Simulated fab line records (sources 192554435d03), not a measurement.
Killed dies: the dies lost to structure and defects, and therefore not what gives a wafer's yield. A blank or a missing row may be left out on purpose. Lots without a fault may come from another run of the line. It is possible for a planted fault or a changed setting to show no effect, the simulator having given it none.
Split-lot experiment :: flow n5_finfet :: on a route of 1938 steps: 7 lots, 21 wafers read

## ON THE SPLIT
At N5_BEOL_M3_ALD_98 (deposits SiO2, target thk 2.5 nm, pulse time 1 s, co reactant pulse time 1 s), the setting ald_cycles was moved away from the recipe's 17 on 12 of the 21 wafers read, by -11.8% to +11.8%. This setting was run at the recipe's value on the other wafers.

The reading is taken at the split's own step.

## THE READING
SiO2_of_BEOL_M3_ALD_98.thk_nm (the simulator's own value, which no gauge read), in nm, at N5_BEOL_M3_ALD_98 (deposits SiO2, target thk 2.5 nm, pulse time 1 s, co reactant pulse time 1 s). The file gives no usual value for it. Here, 9 wafers ran the recipe; their average is 2.5 nm with a standard deviation of 0.094 nm.

wafer: L078.1
tool, chamber at the split: ald_sin-01, 3,2
ald_cycles as run: 15
against the recipe: -11.8%
SiO2_of_BEOL_M3_ALD_98.thk_nm, nm: 2.2
against lot-mates on the recipe: -0.2

wafer: L078.4
tool, chamber at the split: ald_sin-01, 3,2
ald_cycles as run: 15
against the recipe: -11.8%
SiO2_of_BEOL_M3_ALD_98.thk_nm, nm: 2.2
against lot-mates on the recipe: -0.2

wafer: L078.5
tool, chamber at the split: ald_sin-01, 1
ald_cycles as run: 17
against the recipe: recipe
SiO2_of_BEOL_M3_ALD_98.thk_nm, nm: 2.4
against lot-mates on the recipe: -

wafer: L079.1
tool, chamber at the split: ald_sin-01, 2,1
ald_cycles as run: 19
against the recipe: +11.8%
SiO2_of_BEOL_M3_ALD_98.thk_nm, nm: 2.8
against lot-mates on the recipe: +0.2

wafer: L079.2
tool, chamber at the split: ald_sin-01, 2,1
ald_cycles as run: 19
against the recipe: +11.8%
SiO2_of_BEOL_M3_ALD_98.thk_nm, nm: 2.8
against lot-mates on the recipe: +0.2

wafer: L079.6
tool, chamber at the split: ald_sin-01, 0
ald_cycles as run: 17
against the recipe: recipe
SiO2_of_BEOL_M3_ALD_98.thk_nm, nm: 2.6
against lot-mates on the recipe: -

wafer: L080.1
tool, chamber at the split: ald_sin-04, 1,2,0
ald_cycles as run: 17
against the recipe: recipe
SiO2_of_BEOL_M3_ALD_98.thk_nm, nm: 2.4
against lot-mates on the recipe: -

wafer: L080.2
tool, chamber at the split: ald_sin-04, 1,2,0
ald_cycles as run: 17
against the recipe: recipe
SiO2_of_BEOL_M3_ALD_98.thk_nm, nm: 2.4
against lot-mates on the recipe: -

wafer: L080.3
tool, chamber at the split: ald_sin-04, 1,2,0
ald_cycles as run: 17
against the recipe: recipe
SiO2_of_BEOL_M3_ALD_98.thk_nm, nm: 2.4
against lot-mates on the recipe: -

wafer: L082.2
tool, chamber at the split: ald_sin-03, 2,1
ald_cycles as run: 15
against the recipe: -11.8%
SiO2_of_BEOL_M3_ALD_98.thk_nm, nm: 2.2
against lot-mates on the recipe: -0.4

wafer: L082.6
tool, chamber at the split: ald_sin-03, 2,1
ald_cycles as run: 15
against the recipe: -11.8%
SiO2_of_BEOL_M3_ALD_98.thk_nm, nm: 2.2
against lot-mates on the recipe: -0.4

wafer: L082.4
tool, chamber at the split: ald_sin-03, 0
ald_cycles as run: 17
against the recipe: recipe
SiO2_of_BEOL_M3_ALD_98.thk_nm, nm: 2.6
against lot-mates on the recipe: -

wafer: L083.1
tool, chamber at the split: ald_sin-01, 3
ald_cycles as run: 17
against the recipe: recipe
SiO2_of_BEOL_M3_ALD_98.thk_nm, nm: 2.4
against lot-mates on the recipe: -

wafer: L083.5
tool, chamber at the split: ald_sin-01, 3,1
ald_cycles as run: 16
against the recipe: -5.9%
SiO2_of_BEOL_M3_ALD_98.thk_nm, nm: 2.4
against lot-mates on the recipe: +0.0

wafer: L083.6
tool, chamber at the split: ald_sin-01, 3,1
ald_cycles as run: 16
against the recipe: -5.9%
SiO2_of_BEOL_M3_ALD_98.thk_nm, nm: 2.4
against lot-mates on the recipe: +0.0

wafer: L085.4
tool, chamber at the split: ald_sin-01, 0
ald_cycles as run: 15
against the recipe: -11.8%
SiO2_of_BEOL_M3_ALD_98.thk_nm, nm: 2.2
against lot-mates on the recipe: -0.3

wafer: L085.5
tool, chamber at the split: ald_sin-01, 1
ald_cycles as run: 17
against the recipe: recipe
SiO2_of_BEOL_M3_ALD_98.thk_nm, nm: 2.4
against lot-mates on the recipe: -

wafer: L085.6
tool, chamber at the split: ald_sin-01, 3
ald_cycles as run: 17
against the recipe: recipe
SiO2_of_BEOL_M3_ALD_98.thk_nm, nm: 2.6
against lot-mates on the recipe: -

wafer: L097.2
tool, chamber at the split: ald_sin-01, 3,1,1
ald_cycles as run: 15
against the recipe: -11.8%
SiO2_of_BEOL_M3_ALD_98.thk_nm, nm: 2.2
against lot-mates on the recipe: no lot-mate on the recipe

wafer: L097.3
tool, chamber at the split: ald_sin-01, 3,1,1
ald_cycles as run: 15
against the recipe: -11.8%
SiO2_of_BEOL_M3_ALD_98.thk_nm, nm: 2.2
against lot-mates on the recipe: no lot-mate on the recipe

wafer: L097.5
tool, chamber at the split: ald_sin-01, 3,1,1
ald_cycles as run: 15
against the recipe: -11.8%
SiO2_of_BEOL_M3_ALD_98.thk_nm, nm: 2.2
against lot-mates on the recipe: no lot-mate on the recipe
Rows listing several chambers each stand for several wafers; the file does not say which wafer went through which chamber.

FIT RESULTS
A straight line over all 21 wafers: SiO2_of_BEOL_M3_ALD_98.thk_nm changes by +0.0243 nm for each +1% of ald_cycles; r = +0.94; the points scatter about the line by 0.069 nm.
The same after taking each lot's own level away (the mean of its wafers on the recipe; 18 wafers): +0.0213 nm for each +1%; r = +0.89; scatter 0.082 nm.
On that fit, the largest move of ald_cycles shifts the reading by 0.25 nm.
Across the lots, their own levels run from 2.40 to 2.60 nm, a range of 2.1 times the standard deviation given above.
In other words, the slope is changed by the lot-to-lot level; the two fits disagree.
Check: with one of the wafers moved furthest among these (-11.8%) left out of the fit, the line predicts -0.266 nm for it against its lot-mates. It came out at -0.2 nm against them.

## FURTHER SPLITS ON THESE WAFERS
Note: prior to the reading, these wafers also went through further splits. Each is held against what the fit with the lots' levels taken away leaves over:
other split on the same wafers: N5_BEOL_M0_SAQP_SPACER1_ALD_98 ald_cycles
wafers away from the commonest value: 6
r with SiO2_of_BEOL_M3_ALD_98.thk_nm (lot level and that fit taken away): +0.00

other split on the same wafers: N5_BEOL_M1_ETCH_64 source_w
wafers away from the commonest value: 8
r with SiO2_of_BEOL_M3_ALD_98.thk_nm (lot level and that fit taken away): -0.12

other split on the same wafers: N5_BEOL_M1_COAT_67 spin_rpm
wafers away from the commonest value: 5
r with SiO2_of_BEOL_M3_ALD_98.thk_nm (lot level and that fit taken away): +0.37

other split on the same wafers: N5_BEOL_M2_DESCUM_33 time_s
wafers away from the commonest value: 5
r with SiO2_of_BEOL_M3_ALD_98.thk_nm (lot level and that fit taken away): -0.04

other split on the same wafers: N5_BEOL_M2_ETCH_69 bias_w
wafers away from the commonest value: 4
r with SiO2_of_BEOL_M3_ALD_98.thk_nm (lot level and that fit taken away): +0.21

## FILE'S OWN FIT
SiO2_of_BEOL_M3_ALD_98.thk_nm changes by +0.022 nm for each +1% of ald_cycles, r = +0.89.
